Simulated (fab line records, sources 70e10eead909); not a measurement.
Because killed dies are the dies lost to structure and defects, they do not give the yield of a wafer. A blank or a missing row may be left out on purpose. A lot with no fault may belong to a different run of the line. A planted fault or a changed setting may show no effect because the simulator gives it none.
Which of the tools did it? :: flow nand_harc :: 15 lots with 45 wafers sampled at 4 steps, on a route of 1159 steps

WHAT THE GAUGES READ, wafer by wafer
The record holds no reading of a measuring or inspecting step that can be judged against a usual standard deviation.

EACH LOT AND THE TOOL THAT RAN IT (in order: tool; ch and the chambers of the sampled wafers; start)
lot: L333
NHARC_A_BLC_ETCH_18: rie_diel-08 ch 0,1,3, day 18 00:00 or earlier
NHARC_A_M0_DEVELOP_08: litho_track-01 ch 0, day 18 00:00
NHARC_A_M0_DESCUM_14: rie_diel-03 ch 0,2,3, day 18 01:14
NHARC_A_M0_STRIP_18: rie_diel-03 ch 0,1,3, day 18 01:37

lot: L334
NHARC_A_BLC_ETCH_18: rie_diel-02 ch 1,2, day 19 07:00 or earlier
NHARC_A_M0_DEVELOP_08: litho_track-06 ch 0, day 19 07:00
NHARC_A_M0_DESCUM_14: rie_diel-03 ch 2,3, day 19 07:31
NHARC_A_M0_STRIP_18: rie_diel-07 ch 1,2,3, day 19 07:56

lot: L335
NHARC_A_BLC_ETCH_18: rie_diel-13 ch 1,2, day 19 08:00 or earlier
NHARC_A_M0_DEVELOP_08: litho_track-06 ch 0, day 19 08:00
NHARC_A_M0_DESCUM_14: rie_diel-12 ch 0,2,3, day 19 09:09
NHARC_A_M0_STRIP_18: rie_diel-03 ch 1,2,3, day 19 09:34

lot: L338
NHARC_A_BLC_ETCH_18: rie_diel-13 ch 1,2, day 19 19:00 or earlier
NHARC_A_M0_DEVELOP_08: litho_track-04 ch 0, day 19 19:00
NHARC_A_M0_DESCUM_14: rie_diel-03 ch 0,1,3, day 19 19:49
NHARC_A_M0_STRIP_18: rie_diel-03 ch 0,1, day 19 20:11

lot: L341
NHARC_A_BLC_ETCH_18: rie_diel-13 ch 0,2,3, day 20 20:00 or earlier
NHARC_A_M0_DEVELOP_08: litho_track-06 ch 0, day 20 20:00
NHARC_A_M0_DESCUM_14: rie_diel-03 ch 0,3, day 20 20:19
NHARC_A_M0_STRIP_18: rie_diel-03 ch 0,1,2, day 20 20:44

lot: L344
NHARC_A_BLC_ETCH_18: rie_diel-02 ch 0,2,3, day 21 10:00 or earlier
NHARC_A_M0_DEVELOP_08: litho_track-04, day 21 10:00
NHARC_A_M0_DESCUM_14: rie_diel-07 ch 1,2,3, day 21 11:02
NHARC_A_M0_STRIP_18: rie_diel-03 ch 0,1,2, day 21 11:25

lot: L345
NHARC_A_BLC_ETCH_18: rie_diel-13 ch 1,2, day 21 11:00 or earlier
NHARC_A_M0_DEVELOP_08: litho_track-06, day 21 11:00
NHARC_A_M0_DESCUM_14: rie_diel-07 ch 1,2,3, day 21 11:26
NHARC_A_M0_STRIP_18: rie_diel-03 ch 0,2,3, day 21 11:50

lot: L347
NHARC_A_BLC_ETCH_18: rie_diel-13 ch 1,2, day 21 21:00 or earlier
NHARC_A_M0_DEVELOP_08: litho_track-01 ch 0, day 21 21:00
NHARC_A_M0_DESCUM_14: rie_diel-03 ch 2,3, day 21 22:12
NHARC_A_M0_STRIP_18: rie_diel-12 ch 0,1,2, day 21 22:40

lot: L346
NHARC_A_BLC_ETCH_18: rie_diel-13 ch 0,1, day 22 04:00 or earlier
NHARC_A_M0_DEVELOP_08: litho_track-01, day 22 04:00
NHARC_A_M0_DESCUM_14: rie_diel-07 ch 1,3, day 22 05:08
NHARC_A_M0_STRIP_18: rie_diel-12 ch 0,1,2, day 22 05:34

lot: L348
NHARC_A_BLC_ETCH_18: rie_diel-08 ch 1,2,3, day 22 10:00 or earlier
NHARC_A_M0_DEVELOP_08: litho_track-06 ch 0, day 22 10:00
NHARC_A_M0_DESCUM_14: rie_diel-03 ch 0,2,3, day 22 10:49
NHARC_A_M0_STRIP_18: rie_diel-07 ch 1,2,3, day 22 11:12

lot: L350
NHARC_A_BLC_ETCH_18: rie_diel-02 ch 0,3, day 22 18:00 or earlier
NHARC_A_M0_DEVELOP_08: litho_track-06 ch 0, day 22 18:00
NHARC_A_M0_DESCUM_14: rie_diel-07 ch 1,2,3, day 22 18:36
NHARC_A_M0_STRIP_18: rie_diel-03 ch 2,3, day 22 18:58

lot: L352
NHARC_A_BLC_ETCH_18: rie_diel-08 ch 1,2,3, day 22 19:00 or earlier
NHARC_A_M0_DEVELOP_08: litho_track-06 ch 0, day 22 19:00
NHARC_A_M0_DESCUM_14: rie_diel-12 ch 0,1,2, day 22 19:41
NHARC_A_M0_STRIP_18: rie_diel-07 ch 0,2,3, day 22 20:04

lot: L351
NHARC_A_BLC_ETCH_18: rie_diel-02 ch 2,3, day 23 00:00 or earlier
NHARC_A_M0_DEVELOP_08: litho_track-04 ch 0, day 23 00:00
NHARC_A_M0_DESCUM_14: rie_diel-12 ch 2,3, day 23 01:14
NHARC_A_M0_STRIP_18: rie_diel-07 ch 2,3, day 23 01:36

lot: L349
NHARC_A_BLC_ETCH_18: rie_diel-02 ch 0,1, day 23 01:00 or earlier
NHARC_A_M0_DEVELOP_08: litho_track-01 ch 0, day 23 01:00
NHARC_A_M0_DESCUM_14: rie_diel-03 ch 0,2,3, day 23 01:38
NHARC_A_M0_STRIP_18: rie_diel-12 ch 2,3, day 23 01:59

lot: L353
NHARC_A_BLC_ETCH_18: rie_diel-08 ch 0,1,2, day 23 16:00 or earlier
NHARC_A_M0_DEVELOP_08: litho_track-01 ch 0, day 23 16:00
NHARC_A_M0_DESCUM_14: rie_diel-07 ch 2,3, day 23 16:37
NHARC_A_M0_STRIP_18: rie_diel-12 ch 1,2,3, day 23 17:00
- NHARC_A_BLC_ETCH_18: etches the open film in C4F8/O2/Ar, target depth 910 nm.
- NHARC_A_M0_DEVELOP_08: develop time 35 s.
- NHARC_A_M0_DESCUM_14: chemistry O2, time 3 s.
- NHARC_A_M0_STRIP_18: strips in N2/H2.

WHAT THE TOOLS THEMSELVES READ (means of the sampled wafers that have a number; where no wafer has one, the mark that the record gives instead)
NHARC_A_BLC_ETCH_18.
lot: L333
tool: rie_diel-08
oes_product_au (a.u.): 0.963
rf_vpp_V (V): 971

lot: L334
tool: rie_diel-02
oes_product_au (a.u.): 0.957
rf_vpp_V (V): 969

lot: L335
tool: rie_diel-13
oes_product_au (a.u.): 0.934
rf_vpp_V (V): 973

lot: L338
tool: rie_diel-13
oes_product_au (a.u.): 0.938
rf_vpp_V (V): 972

lot: L341
tool: rie_diel-13
oes_product_au (a.u.): 0.969
rf_vpp_V (V): 974

lot: L344
tool: rie_diel-02
oes_product_au (a.u.): 0.938
rf_vpp_V (V): 975

lot: L345
tool: rie_diel-13
oes_product_au (a.u.): 0.943
rf_vpp_V (V): 972

lot: L347
tool: rie_diel-13
oes_product_au (a.u.): 0.963
rf_vpp_V (V): 971

lot: L346
tool: rie_diel-13
oes_product_au (a.u.): 0.968
rf_vpp_V (V): 975

lot: L348
tool: rie_diel-08
oes_product_au (a.u.): 0.952
rf_vpp_V (V): 981

lot: L350
tool: rie_diel-02
oes_product_au (a.u.): 0.971
rf_vpp_V (V): 980

lot: L352
tool: rie_diel-08
oes_product_au (a.u.): 0.972
rf_vpp_V (V): 981

lot: L351
tool: rie_diel-02
oes_product_au (a.u.): 0.962
rf_vpp_V (V): 969

lot: L349
tool: rie_diel-02
oes_product_au (a.u.): 0.961
rf_vpp_V (V): 981

lot: L353
tool: rie_diel-08
oes_product_au (a.u.): 0.950
rf_vpp_V (V): 975

NHARC_A_M0_DEVELOP_08.
lot: L333
tool: litho_track-01
chill_plate_temp_C (C): 23.12

lot: L334
tool: litho_track-06
chill_plate_temp_C (C): 23.12

lot: L335
tool: litho_track-06
chill_plate_temp_C (C): 22.90

lot: L338
tool: litho_track-04
chill_plate_temp_C (C): 23.03

lot: L341
tool: litho_track-06
chill_plate_temp_C (C): 23.09

lot: L344
tool: litho_track-04
chill_plate_temp_C (C): -

lot: L345
tool: litho_track-06
chill_plate_temp_C (C): -

lot: L347
tool: litho_track-01
chill_plate_temp_C (C): 22.99

lot: L346
tool: litho_track-01
chill_plate_temp_C (C): -

lot: L348
tool: litho_track-06
chill_plate_temp_C (C): 23.05

lot: L350
tool: litho_track-06
chill_plate_temp_C (C): 23.03

lot: L352
tool: litho_track-06
chill_plate_temp_C (C): 22.82

lot: L351
tool: litho_track-04
chill_plate_temp_C (C): 23.11

lot: L349
tool: litho_track-01
chill_plate_temp_C (C): 23.03

lot: L353
tool: litho_track-01
chill_plate_temp_C (C): 22.90

NHARC_A_M0_DESCUM_14.
lot: L333
tool: rie_diel-03
drypump_motor_current_A (A): 5.9
oes_product_au (a.u.): 1.008
rf_vpp_V (V): 57.5
showerhead_plenum_p_Torr (Torr): 1.93
throttle_valve_pct (%): 11.311

lot: L334
tool: rie_diel-03
drypump_motor_current_A (A): 5.7
oes_product_au (a.u.): 0.997
rf_vpp_V (V): 58.2
showerhead_plenum_p_Torr (Torr): 1.89
throttle_valve_pct (%): 11.317

lot: L335
tool: rie_diel-12
drypump_motor_current_A (A): 5.9
oes_product_au (a.u.): 0.993
rf_vpp_V (V): 58.7
showerhead_plenum_p_Torr (Torr): 2.02
throttle_valve_pct (%): 11.316

lot: L338
tool: rie_diel-03
drypump_motor_current_A (A): 5.5
oes_product_au (a.u.): 1.001
rf_vpp_V (V): 57.5
showerhead_plenum_p_Torr (Torr): 1.87
throttle_valve_pct (%): 11.323

lot: L341
tool: rie_diel-03
drypump_motor_current_A (A): 5.9
oes_product_au (a.u.): 1.005
rf_vpp_V (V): 57.9
showerhead_plenum_p_Torr (Torr): 1.95
throttle_valve_pct (%): 11.310

lot: L344
tool: rie_diel-07
drypump_motor_current_A (A): 6.1
oes_product_au (a.u.): 0.997
rf_vpp_V (V): 58.0
showerhead_plenum_p_Torr (Torr): 1.95
throttle_valve_pct (%): 11.315

lot: L345
tool: rie_diel-07
drypump_motor_current_A (A): 6.1
oes_product_au (a.u.): 0.999
rf_vpp_V (V): 58.6
showerhead_plenum_p_Torr (Torr): 1.95
throttle_valve_pct (%): 11.315

lot: L347
tool: rie_diel-03
drypump_motor_current_A (A): 5.7
oes_product_au (a.u.): 0.991
rf_vpp_V (V): 57.3
showerhead_plenum_p_Torr (Torr): 1.89
throttle_valve_pct (%): 11.312

lot: L346
tool: rie_diel-07
drypump_motor_current_A (A): 6.0
oes_product_au (a.u.): 0.997
rf_vpp_V (V): 58.2
showerhead_plenum_p_Torr (Torr): 1.90
throttle_valve_pct (%): 11.310

lot: L348
tool: rie_diel-03
drypump_motor_current_A (A): 5.9
oes_product_au (a.u.): 0.999
rf_vpp_V (V): 58.0
showerhead_plenum_p_Torr (Torr): 1.93
throttle_valve_pct (%): 11.314

lot: L350
tool: rie_diel-07
drypump_motor_current_A (A): 6.1
oes_product_au (a.u.): 0.995
rf_vpp_V (V): 58.6
showerhead_plenum_p_Torr (Torr): 1.95
throttle_valve_pct (%): 11.305

lot: L352
tool: rie_diel-12
drypump_motor_current_A (A): 5.3
oes_product_au (a.u.): 0.992
rf_vpp_V (V): 57.1
showerhead_plenum_p_Torr (Torr): 1.99
throttle_valve_pct (%): 11.313

lot: L351
tool: rie_diel-12
drypump_motor_current_A (A): 5.8
oes_product_au (a.u.): 0.986
rf_vpp_V (V): 57.9
showerhead_plenum_p_Torr (Torr): 2.04
throttle_valve_pct (%): 11.319

lot: L349
tool: rie_diel-03
drypump_motor_current_A (A): 5.9
oes_product_au (a.u.): 0.999
rf_vpp_V (V): 57.7
showerhead_plenum_p_Torr (Torr): 1.93
throttle_valve_pct (%): 11.303

lot: L353
tool: rie_diel-07
drypump_motor_current_A (A): 6.2
oes_product_au (a.u.): 0.994
rf_vpp_V (V): 57.5
showerhead_plenum_p_Torr (Torr): 1.90
throttle_valve_pct (%): 11.313

NHARC_A_M0_STRIP_18.
lot: L333
tool: rie_diel-03
drypump_motor_current_A (A): 5.5
oes_product_au (a.u.): 0.999
rf_vpp_V (V): 89.9
showerhead_plenum_p_Torr (Torr): 2.00
throttle_valve_pct (%): 14.168

lot: L334
tool: rie_diel-07
drypump_motor_current_A (A): 6.1
oes_product_au (a.u.): 0.991
rf_vpp_V (V): 91.2
showerhead_plenum_p_Torr (Torr): 2.08
throttle_valve_pct (%): 14.175

lot: L335
tool: rie_diel-03
drypump_motor_current_A (A): 5.5
oes_product_au (a.u.): 0.997
rf_vpp_V (V): 90.1
showerhead_plenum_p_Torr (Torr): 1.98
throttle_valve_pct (%): 14.166

lot: L338
tool: rie_diel-03
drypump_motor_current_A (A): 5.2
oes_product_au (a.u.): 1.001
rf_vpp_V (V): 90.0
showerhead_plenum_p_Torr (Torr): 1.97
throttle_valve_pct (%): 14.165

lot: L341
tool: rie_diel-03
drypump_motor_current_A (A): 5.6
oes_product_au (a.u.): 0.990
rf_vpp_V (V): 91.5
showerhead_plenum_p_Torr (Torr): 2.03
throttle_valve_pct (%): 14.175

lot: L344
tool: rie_diel-03
drypump_motor_current_A (A): 5.6
oes_product_au (a.u.): 0.998
rf_vpp_V (V): 90.0
showerhead_plenum_p_Torr (Torr): 2.03
throttle_valve_pct (%): 14.184

lot: L345
tool: rie_diel-03
drypump_motor_current_A (A): 5.9
oes_product_au (a.u.): 1.007
rf_vpp_V (V): 90.2
showerhead_plenum_p_Torr (Torr): 2.06
throttle_valve_pct (%): 14.173

lot: L347
tool: rie_diel-12
drypump_motor_current_A (A): 5.4
oes_product_au (a.u.): 0.997
rf_vpp_V (V): 91.7
showerhead_plenum_p_Torr (Torr): 2.12
throttle_valve_pct (%): 14.168

lot: L346
tool: rie_diel-12
drypump_motor_current_A (A): 5.4
oes_product_au (a.u.): 0.983
rf_vpp_V (V): 90.6
showerhead_plenum_p_Torr (Torr): 2.12
throttle_valve_pct (%): 14.170

lot: L348
tool: rie_diel-07
drypump_motor_current_A (A): 6.1
oes_product_au (a.u.): 1.001
rf_vpp_V (V): 90.1
showerhead_plenum_p_Torr (Torr): 2.08
throttle_valve_pct (%): 14.167

lot: L350
tool: rie_diel-03
drypump_motor_current_A (A): 5.8
oes_product_au (a.u.): 1.002
rf_vpp_V (V): 90.9
showerhead_plenum_p_Torr (Torr): 2.04
throttle_valve_pct (%): 14.178

lot: L352
tool: rie_diel-07
drypump_motor_current_A (A): 6.4
oes_product_au (a.u.): 0.988
rf_vpp_V (V): 90.2
showerhead_plenum_p_Torr (Torr): 2.05
throttle_valve_pct (%): 14.179

lot: L351
tool: rie_diel-07
drypump_motor_current_A (A): 6.2
oes_product_au (a.u.): 0.988
rf_vpp_V (V): 90.8
showerhead_plenum_p_Torr (Torr): 2.08
throttle_valve_pct (%): 14.167

lot: L349
tool: rie_diel-12
drypump_motor_current_A (A): 6.1
oes_product_au (a.u.): 1.001
rf_vpp_V (V): 90.1
showerhead_plenum_p_Torr (Torr): 2.16
throttle_valve_pct (%): 14.156

lot: L353
tool: rie_diel-12
drypump_motor_current_A (A): 5.6
oes_product_au (a.u.): 0.996
rf_vpp_V (V): 91.5
showerhead_plenum_p_Torr (Torr): 2.12
throttle_valve_pct (%): 14.170

THE ANSWER, worked out from the rows above alone
Rule: what is usual is taken from the lots themselves. Put in order of their means at a reading, lots are off if they are a third of the lots or fewer, leave a main group of 4 or more, and stand apart from it by a gap of 3 or more times the standard deviation of the main group's means; of several such gaps the widest counts. The tables above print the reading to a certain number of digits; a main group whose means all agree to those digits is not used. A lot without any number at a reading at which 4 lots or more have one is off too. All remaining lots with rows at the step are treated as sound. After the gauges, taken in route order, come the tools' own readings; for these a lot's mean is taken, as printed above. At the first step where some lot is off, the reading lying furthest off is the one used; lots without a number count as furthest.
Off: L344, L345, L346, at NHARC_A_M0_DEVELOP_08 (chill_plate_temp_C). Without a number there: L344, L345, L346. The main group: mean 23.02 C, standard deviation 0.093.
If a tool, at that step or one of the process steps before it, ran each lot that is off and ran no sound lot following the first of them, it fits. With no start given for some of its lots, NHARC_A_BLC_ETCH_18 uses the hours and lot order of NHARC_A_M0_DEVELOP_08. Not one of the candidates tried fits.

WHAT WAS PUT IN BY THE SIMULATOR
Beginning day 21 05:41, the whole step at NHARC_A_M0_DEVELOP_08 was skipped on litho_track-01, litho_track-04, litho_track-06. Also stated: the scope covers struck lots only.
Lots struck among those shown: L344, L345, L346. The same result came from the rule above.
